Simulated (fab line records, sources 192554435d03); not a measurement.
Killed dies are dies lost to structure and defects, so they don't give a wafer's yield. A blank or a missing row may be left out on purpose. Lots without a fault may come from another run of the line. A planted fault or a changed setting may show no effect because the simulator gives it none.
fab line records | flow n5_finfet
record lots=7 wafers=39
route steps=1938 shown ZERO_LAYER@11 PMOS_HMC_CHANNEL_EPI@64 DUMMY_GATE@214 MOL_CONTACT_COAG@586 BEOL_M0@738 BEOL_M1@814 BEOL_M4@1092 BEOL_M6@1239 BEOL_M8@1377 BEOL_M10@1533 BEOL_M12@1637 BEOL_M14@1770 MIM_BOT_LITHO@1860 PASSIVATION@1936
start_h: hours from the record's first day to the start of the lot's first wafer shown | wait_h: hours since the lot's step before | " the same as in the row above | L1.1+2: a row that stands for several wafers | - no value, or no start given | * or withheld: withheld | < > ~ a bound
route shown NAME@n: a module of which the file shows steps, and the number in the route of the first | usual: mean/standard deviation of fault-free wafers | same: alike in all rows | chamber/n: place in a boat | sites: the reading at each site | _std_site: their standard deviation | _edge_site: outer sites' mean less inner sites' | radius_mm: how far each site lies from the wafer's centre | mask NAME#n: copy n | behind: the tool/chamber that last shaped the wafer | hold: why the lot was held/for how many hours/how that ended | device: the transistor (n, p or np) that didn't switch | end of line: the same wafers' tests at the end of the route | a step without rows: its recipe alone | killed: dies lost to structure and defects at the first sort, not the wafer's yield | map: a wafer's dies, x killed, . not, _ none there
set.NAME: the setting as run; set.NAME@STEP: as run at that earlier step | model.NAME: the simulator's own value behind a step, which no gauge read
lots whose settings were changed on purpose; a table a step, a row a wafer
## steps
# step N5_ZERO_LAYER_DEVELOP_10
# recipe develop_time_s=60 rinse_liquid=diw dry=air_spin dev_temp_c=21
# step N5_PMOS_HMC_CHANNEL_EPI_DEVELOP_08
# recipe develop_time_s=30 developer=TMAH resist=CAR-ArF-block dev_temp_c=23 rinse_liquid=diw dry=air_spin
# step N5_DUMMY_GATE_ALD_02
# recipe material=SiO2 target_thk_a=20 temp_c=300 ald_precursor_family=BDEAS ald_co_reactant=O2-plasma pulse_time_s=1 pressure_torr=2
# step N5_MOL_CONTACT_COAG_VIA_ETCH_46
# recipe chemistry=C4F6/O2 target_depth_a=460 overetch_a=92 mask_material=SOC target=SiO2 bias_w=455 pressure_mtorr=10 time_s=40 source_w=325 Ar_flow_sccm=300 C4F6_flow_sccm=10 O2_flow_sccm=10 ion_energy_ev=575.3 ends=end_point
# step N5_BEOL_M0_SPUTTER_134
# recipe material=Cu target_thk_a=40 temp_c=-20 chamber_pressure_pa=0.07 power_w=withheld time_s=7.37
# step N5_BEOL_M1_SPUTTER_48
# recipe material=Cu target_thk_a=45 temp_c=-20 chamber_pressure_pa=0.07 power_w=withheld time_s=8.29
# step N5_BEOL_M4_SPUTTER_88
# step N5_BEOL_M6_TRENCH_ETCH_37
# recipe chemistry=C4F6/O2 target_depth_a=944.35 target=SiCOH_lowk time_s=31.5 ion_energy_ev=250 pressure_mtorr=30 source_w=345 bias_w=185 Ar_flow_sccm=300 C4F6_flow_sccm=10 O2_flow_sccm=10
# step N5_BEOL_M8_TRENCH_ETCH_37
# recipe chemistry=C4F6/O2 target_depth_a=934.78 target=SiCOH_lowk time_s=31.2 ion_energy_ev=250 pressure_mtorr=30 source_w=345 bias_w=185 Ar_flow_sccm=300 C4F6_flow_sccm=10 O2_flow_sccm=10
# step N5_BEOL_M10_DEP_56
# recipe material=SiCN target_thk_a=150 temp_c=withheld precursor=3MS/NH3 pressure_torr=3 rf_w=202 time_s=26.5
# step N5_BEOL_M12_ETCH_68
# recipe chemistry=N2/H2 target=SOC mask_material=SiARC source_w=3000 bias_w=350 temp_c=40 time_s=285 ion_energy_ev=200 pressure_mtorr=30 n2_flow_sccm=200 h2_flow_sccm=200
# step N5_BEOL_M14_DEP_53
# recipe material=SiCN target_thk_a=500 temp_c=withheld precursor=3MS/NH3 pressure_torr=3 rf_w=675 time_s=17.8
# step N5_MIM_BOT_LITHO_DEVELOP_07
# step N5_PASSIVATION_PROBE_49
# usual killed_at_contacts=12/6.1 killed_dies=105/16 killed_on_rim=14/4.4
# columns lot.wafer tool chamber start_h wait_h set.develop_time_s@ZERO_LAYER_DEVELOP_10 set.develop_time_s@PMOS_HMC_CHANNEL_EPI_DEVELOP_08 set.target_thk_a@DUMMY_GATE_ALD_02 set.target_depth_a@MOL_CONTACT_COAG_VIA_ETCH_46 set.time_s@BEOL_M0_SPUTTER_134 set.target_thk_a@BEOL_M1_SPUTTER_48 set.target_thk_a@BEOL_M4_SPUTTER_88 set.target_depth_a@BEOL_M6_TRENCH_ETCH_37 set.time_s@BEOL_M8_TRENCH_ETCH_37 set.target_thk_a@BEOL_M10_DEP_56 set.time_s@BEOL_M12_ETCH_68 set.target_thk_a@BEOL_M14_DEP_53 set.develop_time_s@MIM_BOT_LITHO_DEVELOP_07 killed_at_contacts killed_dies killed_on_rim
L076.1 prober-02 - 322.67 0.0 33.58 35.63 20 460 9.534 58.17 45 944.35 31.2 190.1 285 500 60 5 103 13
L076.2 prober-02 - 322.72 0.1 33.58 30 24.7 460 7.37 45 45 516.7 31.2 190.1 410 500 60 3 415 61
L076.3 prober-02 - 322.77 0.1 33.58 30 20 721.7 7.37 45 45 944.35 31.2 150 285 500 78.89 10 108 14
L076.4 prober-02 - 322.82 0.2 60 30 20 721.7 9.534 58.17 45 944.35 31.2 190.1 410 500 78.89 5 97 16
L076.5 prober-02 - 322.87 0.2 60 35.63 24.7 721.7 7.37 58.17 45 516.7 31.2 150 410 500 78.89 7 545 74
L076.6 prober-02 - 322.92 0.3 60 35.63 24.7 460 9.534 45 45 516.7 31.2 150 285 500 60 9 509 63
L077.1 prober-02 - 325.56 0.0 60 30 20 460 7.37 45 23.56 944.35 17.36 69.01 446.2 500 78.23 10 654 90
L077.2 prober-02 - 325.61 0.1 60 30 31.94 460 7.37 45 45 1263 17.36 150 285 500 60 27 467 56
L077.3 prober-02 - 325.66 0.1 37.28 30 31.94 460 7.37 45 45 1263 31.2 150 446.2 417.5 78.23 17 100 15
L077.4 prober-02 - 325.71 0.2 60 30 31.94 460 7.37 45 23.56 944.35 31.2 150 285 417.5 78.23 16 87 11
L077.5 prober-02 - 325.76 0.2 37.28 30 20 460 7.37 45 45 944.35 17.36 69.01 285 417.5 60 20 633 79
L077.6 prober-02 - 325.81 0.3 37.28 30 20 460 7.37 45 23.56 1263 31.2 69.01 446.2 500 60 27 112 14
L079.1 prober-01 - 332.86 0.0 60 30 26.08 577.7 7.37 45 45 944.35 46.35 150 148.7 500 60 13 284 95
L079.2 prober-01 - 332.91 0.1 29.74 46.32 26.08 460 7.37 45 45 536.3 46.35 234.3 148.7 500 60 8 747 126
L079.3 prober-01 - 332.96 0.1 60 30 20 460 7.37 45 45 944.35 31.2 234.3 285 500 46.02 12 105 16
L079.4 prober-01 - 333.01 0.2 60 46.32 20 577.7 7.37 45 45 536.3 46.35 234.3 285 500 46.02 9 387 44
L079.5 prober-01 - 333.06 0.2 29.74 46.32 26.08 460 7.37 45 45 944.35 31.2 150 285 500 60 8 103 14
L079.6 prober-01 - 333.11 0.3 29.74 30 20 577.7 7.37 45 45 536.3 31.2 150 148.7 500 46.02 11 395 59
L080.1 prober-02 - 352.72 0.0 60 30 20 309.1 8.909 45 18.77 734.3 31.2 150 285 500 60 929 1032 79
L080.2 prober-02 - 352.77 0.1 71.61 30 20 460 7.37 45 45 944.35 48.92 212.7 285 334.4 60 19 493 145
L080.3 prober-02 - 352.82 0.1 71.61 30 20 309.1 7.37 45 18.77 944.35 48.92 212.7 285 500 60 799 946 148
L080.4 prober-02 - 352.87 0.2 60 30 20 460 8.909 29.7 18.77 944.35 31.2 150 285 334.4 60 9 119 6
L080.5 prober-02 - 352.92 0.2 60 30 20 460 7.37 29.7 45 734.3 31.2 212.7 285 334.4 60 16 89 14
L080.6 prober-02 - 352.97 0.3 71.61 30 20 309.1 8.909 29.7 45 734.3 48.92 150 285 500 60 1045 1141 129
L083.1 prober-01 - 355.23 0.0 34.66 40.33 20 460 7.37 19.16 30.84 592.2 24.51 212.5 285 500 60 7 173 25
L083.2 prober-01 - 355.28 0.1 60 30 8.323 216.3 6.105 19.16 30.84 944.35 31.2 212.5 285 748 60 1111 1180 152
L083.3 prober-01 - 355.33 0.1 34.66 40.33 8.323 216.3 7.37 19.16 45 944.35 24.51 150 285 500 60 1108 1180 152
L083.4 prober-01 - 355.38 0.2 60 30 8.323 460 7.37 45 45 944.35 31.2 212.5 285 500 60 16 100 11
L083.5 prober-01 - 355.43 0.2 34.66 30 20 216.3 6.105 45 30.84 592.2 31.2 150 285 748 60 1110 1180 152
L083.6 prober-01 - 355.48 0.3 60 40.33 20 460 6.105 45 45 592.2 24.51 150 285 748 60 16 227 28
L091.1 prober-01 - 387.66 0.0 60 30 20 460 7.37 45 45 944.35 31.2 150 285 500 60 18 115 14
L091.2 prober-01 - 387.71 0.1 60 30 20 460 7.37 45 45 944.35 31.2 150 285 500 60 29 129 19
L091.4 prober-01 - 387.81 0.2 60 30 20 460 7.37 45 45 944.35 31.2 150 285 500 60 23 123 15
L087.1 prober-01 - 388.14 0.0 60 35.21 20 460 7.37 45 27.38 640 31.2 150 329.5 262.6 40.35 5 116 19
L087.2 prober-01 - 388.19 0.1 85.26 30 9.776 460 4.966 45 27.38 640 17.85 150 329.5 500 60 11 416 62
L087.3 prober-01 - 388.24 0.1 85.26 30 20 186.5 7.37 45 45 640 17.85 150 285 262.6 60 1087 1180 152
L087.4 prober-01 - 388.29 0.2 85.26 35.21 9.776 186.5 7.37 45 27.38 944.35 17.85 150 285 262.6 40.35 1054 1180 152
L087.5 prober-01 - 388.34 0.2 60 30 9.776 186.5 4.966 45 45 944.35 31.2 150 329.5 500 60 1046 1180 152
L087.6 prober-01 - 388.39 0.3 60 35.21 20 460 4.966 45 45 944.35 31.2 150 285 500 40.35 8 127 18
# killed by level:class
L076.1 STI_FIN_REVEAL:geometric_particle:open=13 BEOL_M4:geometric_particle:open=9 STI_FIN_REVEAL:geometric_particle:short=8 BEOL_M1:geometric_particle:open=7 FIN_SAQP:geometric_particle:open=5 GATE_CUT:geometric_particle:short=5 MOL_CONTACT_COAG:geometric_particle:open=5 ILD0:geometric_particle:open=4
L076.2 BEOL_M6:area_ecd=333 BEOL_M0_SAQP:geometric_particle:open=13 BEOL_M4:geometric_particle:open=10 BEOL_M0_SAQP:geometric_particle:short=7 BEOL_M3:geometric_particle:open=6 GATE_CUT:geometric_particle:open=5 BEOL_M1:geometric_particle:open=5 MOL_CONTACT_COAG:geometric_particle:open=3
L076.3 STI_FIN_REVEAL:geometric_particle:open=17 BEOL_M0_SAQP:geometric_particle:short=11 BEOL_M3:geometric_particle:open=7 MOL_CONTACT_COAG:geometric_particle:open=6 BEOL_M0_SAQP:geometric_particle:open=6 BEOL_M2:geometric_particle:open=5 BEOL_M4:geometric_particle:open=5 PAD_METAL:geometric_particle:short=5
L076.4 STI_FIN_REVEAL:geometric_particle:open=15 BEOL_M0_SAQP:geometric_particle:open=14 BEOL_M4:geometric_particle:open=12 BEOL_M2:geometric_particle:open=8 BEOL_M0_SAQP:geometric_particle:short=6 MOL_CONTACT_COAG:geometric_particle:open=4 BEOL_M1:geometric_particle:open=4 STI_FIN_REVEAL:geometric_particle:short=3
L076.5 BEOL_M6:area_ecd=453 BEOL_M0_SAQP:geometric_particle:short=12 BEOL_M0_SAQP:geometric_particle:open=10 BEOL_M1:geometric_particle:open=8 FIN_SAQP:geometric_particle:short=6 MOL_CONTACT_COAG:geometric_particle:open=6 BEOL_M4:geometric_particle:open=6 BEOL_M2:geometric_particle:open=5
L076.6 BEOL_M6:area_ecd=387 BEOL_M4:geometric_particle:open=15 BEOL_M0_SAQP:geometric_particle:short=15 BEOL_M0_SAQP:geometric_particle:open=13 FIN_SAQP:geometric_particle:open=11 BEOL_M2:geometric_particle:open=8 MOL_CONTACT_COAG:geometric_particle:open=8 FIN_SAQP:geometric_particle:short=7
L077.1 BEOL_M8:area_ecd=554 BEOL_M1:geometric_particle:open=11 HKMG_FIN:area_etch=11 GATE_CUT:geometric_particle:short=9 MOL_CONTACT_COAG:geometric_particle:open=8 FIN_SAQP:geometric_particle:open=7 BEOL_M2:geometric_particle:open=7 GATE_CUT:geometric_particle:open=6
L077.2 BEOL_M8:area_ecd=342 MOL_CONTACT_COAG:geometric_particle:open=24 FIN_SAQP:geometric_particle:open=20 BEOL_M0_SAQP:geometric_particle:short=9 BEOL_M0_SAQP:geometric_particle:open=8 STI_FIN_REVEAL:geometric_particle:open=8 BEOL_M2:geometric_particle:open=7 BEOL_M0:geometric_particle:open=6
L077.3 MOL_CONTACT_COAG:geometric_particle:open=12 BEOL_M1:geometric_particle:open=12 FIN_SAQP:geometric_particle:open=9 GATE_CUT:geometric_particle:short=7 BEOL_M0_SAQP:geometric_particle:short=7 FIN_SAQP:geometric_particle:short=6 BEOL_M4:geometric_particle:open=6 GATE_CUT:geometric_particle:open=5
L077.4 MOL_CONTACT_COAG:geometric_particle:open=13 FIN_SAQP:geometric_particle:open=11 GATE_CUT:geometric_particle:short=10 BEOL_M1:geometric_particle:open=7 BEOL_M0_SAQP:geometric_particle:open=6 BEOL_M2:geometric_particle:open=5 MOL_CONTACT_COAG:geometric_particle:short=3 BEOL_M0_SAQP:geometric_particle:short=3
L077.5 BEOL_M8:area_ecd=519 MOL_CONTACT_COAG:geometric_particle:open=15 BEOL_M1:geometric_particle:open=15 FIN_SAQP:geometric_particle:open=8 FIN_SAQP:geometric_particle:short=7 BEOL_M4:geometric_particle:open=6 BEOL_M0_SAQP:geometric_particle:short=4 GATE_CUT:geometric_particle:short=4
L077.6 MOL_CONTACT_COAG:geometric_particle:open=23 BEOL_M1:geometric_particle:open=13 GATE_CUT:geometric_particle:short=7 FIN_SAQP:geometric_particle:short=6 HKMG_FIN:area_etch=6 DUMMY_GATE:geometric_particle:open=4 BEOL_M0_SAQP:geometric_particle:open=4 MOL_CONTACT_COAG:geometric_particle:short=4
L079.1 BEOL_M8:area_etch=176 BEOL_M0_SAQP:geometric_particle:short=15 BEOL_M0_SAQP:geometric_particle:open=14 BEOL_M2:geometric_particle:open=14 MOL_CONTACT_COAG:geometric_particle:open=10 BEOL_M2:geometric_particle:short=7 BEOL_M1:geometric_particle:open=6 FIN_SAQP:geometric_particle:short=4
L079.2 BEOL_M6:area_ecd=584 BEOL_M8:area_etch=74 BEOL_M0_SAQP:geometric_particle:short=10 BEOL_M0_SAQP:geometric_particle:open=8 MOL_CONTACT_COAG:geometric_particle:open=7 BEOL_M4:geometric_particle:open=7 BEOL_M2:geometric_particle:open=6 FIN_SAQP:geometric_particle:open=5
L079.3 FIN_SAQP:geometric_particle:short=12 MOL_CONTACT_COAG:geometric_particle:open=10 BEOL_M0_SAQP:geometric_particle:short=8 BEOL_M2:geometric_particle:open=8 BEOL_M4:geometric_particle:open=7 BEOL_M0_SAQP:geometric_particle:open=6 BEOL_M3:geometric_particle:open=6 FIN_SAQP:geometric_particle:open=4
L079.4 BEOL_M6:area_ecd=280 BEOL_M8:area_etch=15 FIN_SAQP:geometric_particle:open=11 BEOL_M2:geometric_particle:open=11 BEOL_M0_SAQP:geometric_particle:short=9 FIN_SAQP:geometric_particle:short=7 MOL_CONTACT_COAG:geometric_particle:open=6 BEOL_M0_SAQP:geometric_particle:open=5
L079.5 BEOL_M0_SAQP:geometric_particle:open=15 BEOL_M0_SAQP:geometric_particle:short=14 FIN_SAQP:geometric_particle:open=9 MOL_CONTACT_COAG:geometric_particle:open=8 BEOL_M2:geometric_particle:open=6 BEOL_M1:geometric_particle:open=5 BEOL_M3:geometric_particle:open=4 BEOL_M4:geometric_particle:open=4
L079.6 BEOL_M6:area_ecd=302 BEOL_M0_SAQP:geometric_particle:short=13 BEOL_M0_SAQP:geometric_particle:open=8 BEOL_M1:geometric_particle:open=7 FIN_SAQP:geometric_particle:short=6 MOL_CONTACT_COAG:geometric_particle:short=6 MOL_CONTACT_COAG:geometric_particle:open=5 BEOL_M4:geometric_particle:open=5
L080.1 MOL_CONTACT_COAG:area_etch=909 STI_FIN_REVEAL:geometric_particle:open=16 MOL_CONTACT_COAG:geometric_particle:open=15 BEOL_M0_SAQP:geometric_particle:short=10 BEOL_M2:geometric_particle:open=8 FIN_SAQP:geometric_particle:short=7 DUMMY_GATE:geometric_particle:open=7 BEOL_M0_SAQP:geometric_particle:open=7
L080.2 BEOL_M8:area_etch=383 STI_FIN_REVEAL:geometric_particle:open=14 MOL_CONTACT_COAG:geometric_particle:open=13 BEOL_M0_SAQP:geometric_particle:open=10 FIN_SAQP:geometric_particle:short=8 BEOL_M4:geometric_particle:open=6 BEOL_M1:geometric_particle:open=6 BEOL_M3:geometric_particle:open=6
L080.3 MOL_CONTACT_COAG:area_etch=784 BEOL_M8:area_etch=62 MOL_CONTACT_COAG:geometric_particle:open=12 STI_FIN_REVEAL:geometric_particle:open=9 BEOL_M0_SAQP:geometric_particle:open=6 BEOL_M2:geometric_particle:open=6 STI_FIN_REVEAL:geometric_particle:short=5 BEOL_M0:geometric_particle:open=5
L080.4 STI_FIN_REVEAL:geometric_particle:open=24 BEOL_M2:geometric_particle:open=10 MOL_CONTACT_COAG:geometric_particle:open=9 FIN_SAQP:geometric_particle:open=8 FIN_SAQP:geometric_particle:short=7 STI_FIN_REVEAL:geometric_particle:short=6 BEOL_M0_SAQP:geometric_particle:short=6 BEOL_M3:geometric_particle:open=5
L080.5 MOL_CONTACT_COAG:geometric_particle:open=14 STI_FIN_REVEAL:geometric_particle:open=12 BEOL_M1:geometric_particle:open=10 BEOL_M2:geometric_particle:open=8 BEOL_M0_SAQP:geometric_particle:short=7 BEOL_M0_SAQP:geometric_particle:open=6 DUMMY_GATE:geometric_particle:open=5 BEOL_M3:geometric_particle:open=5
L080.6 MOL_CONTACT_COAG:area_etch=1041 BEOL_M8:area_etch=12 STI_FIN_REVEAL:geometric_particle:open=10 BEOL_M3:geometric_particle:short=9 BEOL_M4:geometric_particle:open=7 FIN_SAQP:geometric_particle:open=6 BEOL_M0_SAQP:geometric_particle:short=6 BEOL_M3:geometric_particle:open=6
L083.1 BEOL_M6:area_ecd=60 FIN_SAQP:geometric_particle:open=16 BEOL_M1:geometric_particle:open=11 DUMMY_GATE:geometric_particle:open=9 MOL_CONTACT_COAG:geometric_particle:open=7 HKMG_FIN:area_etch=7 FIN_SAQP:geometric_particle:short=6 BEOL_M0:geometric_particle:open=6
L083.2 MOL_CONTACT_COAG:area_etch=1106 FIN_SAQP:geometric_particle:short=8 FIN_SAQP:geometric_particle:open=8 BEOL_M4:geometric_particle:short=8 STI_FIN_REVEAL:geometric_particle:open=4 DUMMY_GATE:geometric_particle:open=4 DUMMY_GATE:geometric_particle:short=4 MOL_CONTACT_COAG:geometric_particle:open=4
L083.3 MOL_CONTACT_COAG:area_etch=1097 MOL_CONTACT_COAG:geometric_particle:open=11 FIN_SAQP:geometric_particle:open=8 BEOL_M0_SAQP:geometric_particle:short=7 BEOL_M2:geometric_particle:open=6 FIN_SAQP:geometric_particle:short=5 BEOL_M1:geometric_particle:open=5 BEOL_M1:interface_void_opened=5
L083.4 MOL_CONTACT_COAG:geometric_particle:open=12 BEOL_M0:geometric_particle:open=11 DUMMY_GATE:geometric_particle:open=9 BEOL_M4:geometric_particle:open=7 FIN_SAQP:geometric_particle:open=6 BEOL_M2:geometric_particle:open=6 GATE_CUT:geometric_particle:short=5 BEOL_M3:geometric_particle:open=5
L083.5 MOL_CONTACT_COAG:area_etch=1094 MOL_CONTACT_COAG:geometric_particle:open=15 FIN_SAQP:geometric_particle:short=9 STI_FIN_REVEAL:geometric_particle:open=6 DUMMY_GATE:geometric_particle:open=4 BEOL_M0:geometric_particle:open=4 BEOL_M3:geometric_particle:open=4 STI_FIN_REVEAL:geometric_particle:short=3
L083.6 BEOL_M6:area_ecd=138 MOL_CONTACT_COAG:geometric_particle:open=12 FIN_SAQP:geometric_particle:short=7 BEOL_M1:geometric_particle:open=7 BEOL_M3:geometric_particle:open=7 FIN_SAQP:geometric_particle:open=4 DUMMY_GATE:geometric_particle:open=4 MOL_CONTACT_COAG:geometric_particle:short=4
L091.1 STI_FIN_REVEAL:geometric_particle:open=15 MOL_CONTACT_COAG:geometric_particle:open=15 BEOL_M0_SAQP:geometric_particle:short=9 FIN_SAQP:geometric_particle:open=7 BEOL_M4:geometric_particle:open=7 BEOL_M2:geometric_particle:open=6 BEOL_M1:geometric_particle:open=6 FIN_SAQP:geometric_particle:short=5
L091.2 MOL_CONTACT_COAG:geometric_particle:open=22 STI_FIN_REVEAL:geometric_particle:open=15 FIN_SAQP:geometric_particle:short=12 BEOL_M0_SAQP:geometric_particle:open=11 BEOL_M0_SAQP:geometric_particle:short=8 BEOL_M2:geometric_particle:open=8 MOL_CONTACT_COAG:geometric_particle:short=7 BEOL_M1:geometric_particle:open=7
L091.4 BEOL_M2:geometric_particle:open=20 MOL_CONTACT_COAG:geometric_particle:open=18 STI_FIN_REVEAL:geometric_particle:open=11 BEOL_M1:geometric_particle:open=9 DUMMY_GATE:geometric_particle:open=7 BEOL_M0_SAQP:geometric_particle:open=6 BEOL_M4:geometric_particle:open=5 MOL_CONTACT_COAG:geometric_particle:short=4
L087.1 FIN_SAQP:geometric_particle:short=10 FIN_SAQP:geometric_particle:open=9 BEOL_M2:geometric_particle:open=9 STI_FIN_REVEAL:geometric_particle:open=8 BEOL_M3:geometric_particle:short=7 BEOL_M2:geometric_particle:short=6 BEOL_M3:geometric_particle:open=6 BEOL_M0_SAQP:geometric_particle:short=5
L087.2 BEOL_M8:area_ecd=266 BEOL_M3:geometric_particle:open=14 FIN_SAQP:geometric_particle:short=13 BEOL_M2:geometric_particle:open=12 DUMMY_GATE:geometric_particle:open=10 FIN_SAQP:geometric_particle:open=8 STI_FIN_REVEAL:geometric_particle:open=8 MOL_CONTACT_COAG:geometric_particle:open=8
L087.3 MOL_CONTACT_COAG:area_etch=1084 BEOL_M0_SAQP:geometric_particle:short=11 BEOL_M2:geometric_particle:open=10 DUMMY_GATE:geometric_particle:open=6 BEOL_M3:geometric_particle:open=6 BEOL_M1:geometric_particle:open=6 FIN_SAQP:geometric_particle:open=4 GATE_CUT:geometric_particle:open=4
L087.4 MOL_CONTACT_COAG:area_etch=1042 BEOL_M0_SAQP:geometric_particle:short=14 FIN_SAQP:geometric_particle:short=12 BEOL_M3:geometric_particle:open=12 BEOL_M2:geometric_particle:open=12 MOL_CONTACT_COAG:geometric_particle:open=11 BEOL_M4:geometric_particle:open=9 GATE_CUT:geometric_particle:short=7
L087.5 MOL_CONTACT_COAG:area_etch=1035 BEOL_M1:geometric_particle:open=16 BEOL_M4:geometric_particle:open=15 MOL_CONTACT_COAG:geometric_particle:open=10 BEOL_M2:geometric_particle:open=9 FIN_SAQP:geometric_particle:short=8 BEOL_M0_SAQP:geometric_particle:open=8 BEOL_M3:geometric_particle:open=7
L087.6 BEOL_M3:geometric_particle:open=14 BEOL_M2:geometric_particle:open=12 FIN_SAQP:geometric_particle:short=10 BEOL_M1:geometric_particle:open=10 DUMMY_GATE:geometric_particle:open=8 BEOL_M0_SAQP:geometric_particle:short=7 BEOL_M4:geometric_particle:open=7 MOL_CONTACT_COAG:geometric_particle:open=6
## key
split step=N5_ZERO_LAYER_DEVELOP_10 setting=develop_time_s stated_as=60
response none clear
split step=N5_PMOS_HMC_CHANNEL_EPI_DEVELOP_08 setting=develop_time_s stated_as=30
response none clear
split step=N5_DUMMY_GATE_ALD_02 setting=target_thk_a stated_as=20
response none clear
split step=N5_MOL_CONTACT_COAG_VIA_ETCH_46 setting=target_depth_a stated_as=460
response step=N5_PASSIVATION_PROBE_49 reading=killed_at_contacts slope=-13 per=1% together_with=all explained=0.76
response step=N5_PASSIVATION_PROBE_49 reading=killed_dies slope=-13 per=1% together_with=all explained=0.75
response step=N5_PASSIVATION_PROBE_49 reading=killed_on_rim slope=-1.73 per=1% together_with=all explained=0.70
split step=N5_BEOL_M0_SPUTTER_134 setting=time_s stated_as=7.37
response none clear
split step=N5_BEOL_M1_SPUTTER_48 setting=target_thk_a stated_as=45
response none clear
split step=N5_BEOL_M4_SPUTTER_88 setting=target_thk_a stated_as=45
response none clear
split step=N5_BEOL_M6_TRENCH_ETCH_37 setting=target_depth_a stated_as=944.35
response none clear
split step=N5_BEOL_M8_TRENCH_ETCH_37 setting=time_s stated_as=31.2
response none clear
split step=N5_BEOL_M10_DEP_56 setting=target_thk_a stated_as=150
response none clear
split step=N5_BEOL_M12_ETCH_68 setting=time_s stated_as=285
response none clear
split step=N5_BEOL_M14_DEP_53 setting=target_thk_a stated_as=500
response none clear
split step=N5_MIM_BOT_LITHO_DEVELOP_07 setting=develop_time_s stated_as=60
response none clear
